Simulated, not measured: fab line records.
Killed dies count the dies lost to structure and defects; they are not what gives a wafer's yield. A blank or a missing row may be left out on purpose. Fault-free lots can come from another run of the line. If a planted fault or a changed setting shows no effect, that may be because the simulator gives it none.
fab line records    flow nand_harc    part 2 of 2: steps 26 to 35 of 35
[record] lots = 5  wafers = 15  last_day = 24
route steps=1159 shown A_M1@1057 A_BONDPAD@1059
lots that met no fault: taken from a fault-free run of the same line
start_h: hours from the record's opening day to when the first of the lot's shown wafers began    wait_h: time in hours since the lot's previous step    " as in the row above    L1.1+2: several wafers, shown together as one row    - either no value or no given start    * or withheld: withheld    < > ~ a bound
route shown NAME@n: a module of which the file shows steps, and the number in the route of the first    usual: the fault-free wafers' mean and standard deviation    same: alike in all rows    chamber/n: place in a boat    sites: the reading at each site    _std_site: their standard deviation    _edge_site: inner sites' mean taken away from outer sites' mean    radius_mm: for every site, how far away it sits from the centre of the wafer    mask NAME#n: copy n    behind: the tool/chamber that last shaped the wafer    hold: the reason the lot was held/the length of the hold in hours/how it ended    device: whichever transistor did not switch (one of n, p or np)    end of line: tests of these same wafers at the route's end    where a step has no rows: the recipe by itself    killed: not the wafer's yield, but the dies lost to structure and defects at the first sort    map: shows each die of a wafer: x if killed, . if not, _ if none is there
set.NAME: setting as actually run; set.NAME@STEP: the setting as run at that earlier step    model.NAME: the simulator's own value behind a step, which no gauge read
lots seen at some steps along the route; tables by step, rows by wafer
services: when a tool's chamber went out of use (start_h, in hours from the record's first day, below 0 if earlier), for how many hours, and the reason
[[steps]]
[step NHARC_A_BONDPAD_DEGAS_25]
[recipe] temp_c = 300  time_s = 60
[usual] heater_power_w = 482/50
lot.wafer  tool            chamber  start_h  wait_h  heater_power_w
L078.3     pvd_sputter-03  -        440.76   -       406
L078.6     "               -        "        "       543
L078.5     "               -        "        "       431
L079.4     pvd_sputter-03  -        441.60   -       418
L079.2     "               -        "        "       447
L079.5     "               -        "        "       409
L084.4     pvd_sputter-02  -        467.22   -       412
L084.3     "               -        "        "       522
L084.5     "               -        "        "       542
L085.4     pvd_sputter-01  -        496.53   -       465
L085.2     "               -        "        "       505
L085.3     "               -        "        "       551
L093.4     pvd_sputter-02  -        541.61   -       546
L093.1     "               -        "        "       416
L093.6     "               -        "        "       538
[step NHARC_A_BONDPAD_PRE_CLEAN_26]
[recipe] time_s = 30  temp_c = 280  gas = H2/He
[usual] heater_power_w = 423/46
lot.wafer  tool            chamber  start_h  wait_h  heater_power_w
L078.3     pvd_sputter-03  -        -        -       469
L078.6     "               -        "        "       468
L078.5     "               -        "        "       389
L079.2     pvd_sputter-03  -        -        -       410
L079.4     "               -        "        "       478
L079.5     "               -        "        "       355
L084.4     pvd_sputter-02  -        -        -       366
L084.3     "               -        "        "       448
L084.5     "               -        "        "       484
L085.3     pvd_sputter-01  -        -        -       398
L085.2     "               -        "        "       499
L085.4     "               -        "        "       449
L093.1     pvd_sputter-02  -        -        -       442
L093.4     "               -        "        "       368
L093.6     "               -        "        "       467
[step NHARC_A_BONDPAD_PVD_17]
[recipe] target_thk_a = 50  bias_v = 168.6  power_w = 15000  chamber_pressure_pa = 0.12  time_s = 8.06  substrate_temp_c = 50  material = TaN
[usual] chamber_pressure_pa = 0.12001/0.00025  throttle_valve_pct = 30.2/0.88
lot.wafer  tool            chamber  start_h  wait_h  chamber_pressure_pa  throttle_valve_pct
L078.3     pvd_sputter-03  -        -        -       0.12033              31.7
L078.5     "               -        "        "       0.11975              30.0
L078.6     "               -        "        "       0.12003              29.4
L079.2     pvd_sputter-03  -        -        -       0.11995              31.6
L079.4     "               -        "        "       0.1198               30.4
L079.5     "               -        "        "       0.11989              29.4
L084.3     pvd_sputter-02  -        -        -       0.11971              30.8
L084.4     "               -        "        "       0.12031              31.3
L084.5     "               -        "        "       0.12025              31.1
L085.2     pvd_sputter-01  -        -        -       0.12001              29.3
L085.4     "               -        "        "       0.1198               30.4
L085.3     "               -        "        "       0.11962              30.1
L093.1     pvd_sputter-02  -        -        -       0.1201               31.3
L093.4     "               -        "        "       0.12005              28.2
L093.6     "               -        "        "       0.11991              30.6
[step NHARC_A_BONDPAD_PVD_27]
[recipe] target_thk_a = 300  chamber_pressure_pa = 5  power_w = 5000  substrate_temp_c = 30  time_s = 20.49  material = Cu
[usual] chamber_pressure_pa = 5.000/0.0098  throttle_valve_pct = 30.2/0.91
lot.wafer  tool            chamber  start_h  wait_h  chamber_pressure_pa  throttle_valve_pct
L078.3     pvd_sputter-03  -        -        -       4.999                30.9
L078.5     "               -        "        "       4.997                29.3
L078.6     "               -        "        "       4.993                31.8
L079.2     pvd_sputter-03  -        -        -       4.993                30.7
L079.4     "               -        "        "       5.012                29.3
L079.5     "               -        "        "       5.002                31.6
L084.4     pvd_sputter-02  -        -        -       5.014                30.2
L084.3     "               -        "        "       5.021                30.9
L084.5     "               -        "        "       5.006                28.2
L085.4     pvd_sputter-01  -        -        -       4.983                29.2
L085.2     "               -        "        "       5.002                30.4
L085.3     "               -        "        "       4.991                30.5
L093.1     pvd_sputter-02  -        -        -       4.998                28.5
L093.4     "               -        "        "       5.014                30.8
L093.6     "               -        "        "       5.001                28.4
[step NHARC_A_BONDPAD_ECD_18]
[recipe] target_thk_a = 4000  bath_temp_c = 25  material = Cu
lot.wafer   tool       chamber  start_h  wait_h
L078.3+5+6  ecd_cu-02  0,0,1    441.20   -
L079.2+4+5  ecd_cu-01  1,1,0    441.96   -
L084.4+3+5  ecd_cu-02  1,0,1    467.68   -
L085.2+4+3  ecd_cu-02  0,0,1    496.89   -
L093.1+4+6  ecd_cu-01  1,0,0    542.00   -
[step NHARC_A_BONDPAD_ANNEAL_28]
[recipe] temp_c = 225  time_s = 90
[usual] wafer_temp_C_max = 225.65/0.24
lot.wafer  tool           chamber  start_h  wait_h  wafer_temp_C_max
L078.3     rtp_anneal-02  0        441.58   -       225.77
L078.5     "              0        "        "       225.72
L078.6     "              0        "        "       225.38
L079.2     rtp_anneal-02  0        442.39   0.4     225.45
L079.4     "              0        "        "       225.31
L079.5     "              0        "        "       225.29
L084.3     rtp_anneal-01  0        468.06   0.3     225.83
L084.4     "              0        "        "       225.78
L084.5     "              0        "        "       226.22
L085.2     rtp_anneal-02  0        497.35   -       225.78
L085.3     "              0        "        "       225.71
L085.4     "              0        "        "       225.56
L093.1     rtp_anneal-02  0        542.33   -       225.58
L093.4     "              0        "        "       225.56
L093.6     "              0        "        "       225.60
[step NHARC_A_BONDPAD_CMP_19]
[recipe] t_overpolish_s = 30  cu_recess_touch_s = 16  target_thk_nm = 169.8
[usual] motor_current_A = 12.0/0.78  overpolish_run_s = 29.999/0.0078
lot.wafer  tool    chamber  start_h  wait_h  motor_current_A  overpolish_run_s
L078.3     cmp-01  0        441.82   -       11.7             30.006
L078.5     "       0        "        "       11.3             29.992
L078.6     "       1        "        "       13.2             30.000
L079.2     cmp-01  1        442.69   -       12.7             29.990
L079.4     "       3        "        "       11.2             29.993
L079.5     "       1        "        "       12.8             30.006
L084.4     cmp-01  0        468.30   -       11.7             29.997
L084.3     "       2        "        "       11.7             30.013
L084.5     "       1        "        "       12.6             29.990
L085.4     cmp-02  0        497.63   -       12.5             29.994
L085.3     "       1        "        "       10.9             30.009
L085.2     "       3        "        "       12.7             30.010
L093.1     cmp-01  0        542.67   -       11.7             30.008
L093.4     "       1        "        "       12.6             30.000
L093.6     "       0        "        "       11.2             30.008
[step NHARC_A_BONDPAD_THK_MEAS_20]
[recipe] thk_meas_gauge = xrf
[usual] thk_nm = 169.9/1.4
lot.wafer  tool           chamber  start_h  wait_h  thk_nm
L078.3     film_metro-01  -        442.14   -       168.9
L078.5     "              -        "        "       168.7
L078.6     "              -        "        "       170.0
L079.2     film_metro-01  -        443.01   -       169.1
L079.4     "              -        "        "       169.6
L079.5     "              -        "        "       170.4
L084.3     film_metro-01  -        468.63   -       168.9
L084.4     "              -        "        "       168.8
L084.5     "              -        "        "       170.5
L085.2     film_metro-01  -        497.96   -       171.5
L085.3     "              -        "        "       168.1
L085.4     "              -        "        "       171.7
L093.1     film_metro-01  -        543.00   -       169.8
L093.4     "              -        "        "       168.3
L093.6     "              -        "        "       169.8
[step NHARC_A_BONDPAD_SRD_21]
[recipe] time_s = 30  temp_c = 23  dry_time_s = 20  spin_rpm = 1500
lot.wafer   tool          chamber  start_h  wait_h
L078.5+6+3  wet_bench-08  2,3,4    442.18   0.0
L079.5+4+2  wet_bench-10  5,0,1    443.06   0.0
L084.5+3+4  wet_bench-08  4,5,0    468.67   0.0
L085.2+3+4  wet_bench-10  4,6,7    498.01   0.0
L093.4+6+1  wet_bench-08  3,4,6    543.04   0.0
[step NHARC_A_BONDPAD_INSPECT_23]
[usual] raw_defect_count = 427/120
lot.wafer  tool               chamber  start_h  wait_h  raw_defect_count
L078.3     defect_inspect-02  -        442.34   0.0     316
L078.5     "                  -        "        "       354
L078.6     "                  -        "        "       267
L079.2     defect_inspect-02  -        443.22   0.0     387
L079.4     "                  -        "        "       448
L079.5     "                  -        "        "       461
L084.3     defect_inspect-01  -        468.83   0.0     329
L084.4     "                  -        "        "       345
L084.5     "                  -        "        "       560
L085.2     defect_inspect-02  -        498.16   0.0     283
L085.3     "                  -        "        "       308
L085.4     "                  -        "        "       323
L093.1     defect_inspect-01  -        543.22   0.0     392
L093.4     "                  -        "        "       445
L093.6     "                  -        "        "       327
[[services]]
tool            chamber  start_h  hours  kind
pecvd-01        0        415.73   4.8    repair
pecvd-03        2        415.73   9.6    repair
rie_diel-06     -        418.20   9.0    pm
wet_bench-10    -        423.20   8.0    pm
krf_scanner-01  -        428.00   4.0    pm
rie_diel-05     0        431.28   16.0   repair
krf_scanner-01  -        441.64   2.3    repair
pvd_sputter-03  -        458.00   10.0   pm
pvd_sputter-02  -        465.80   1.1    repair
rie_diel-05     0        466.79   4.3    repair
rie_diel-05     -        477.83   0.7    repair
cmp-01          -        480.28   4.0    pm
rie_diel-06     2        492.00   16.2   repair
pvd_sputter-03  -        494.74   2.8    repair
cmp-01          -        496.22   4.1    repair
cmp-04          -        497.07   4.0    pm
krf_scanner-01  -        500.68   2.4    repair
rie_diel-05     3        505.29   17.2   repair
litho_track-02  -        515.00   7.0    pm
pecvd-02        -        515.30   13.0   pm
pvd_sputter-03  -        517.47   1.9    repair
rie_diel-05     -        517.60   9.0    pm
ecd_cu-02       -        532.58   8.0    pm
pvd_sputter-01  -        537.83   10.0   pm
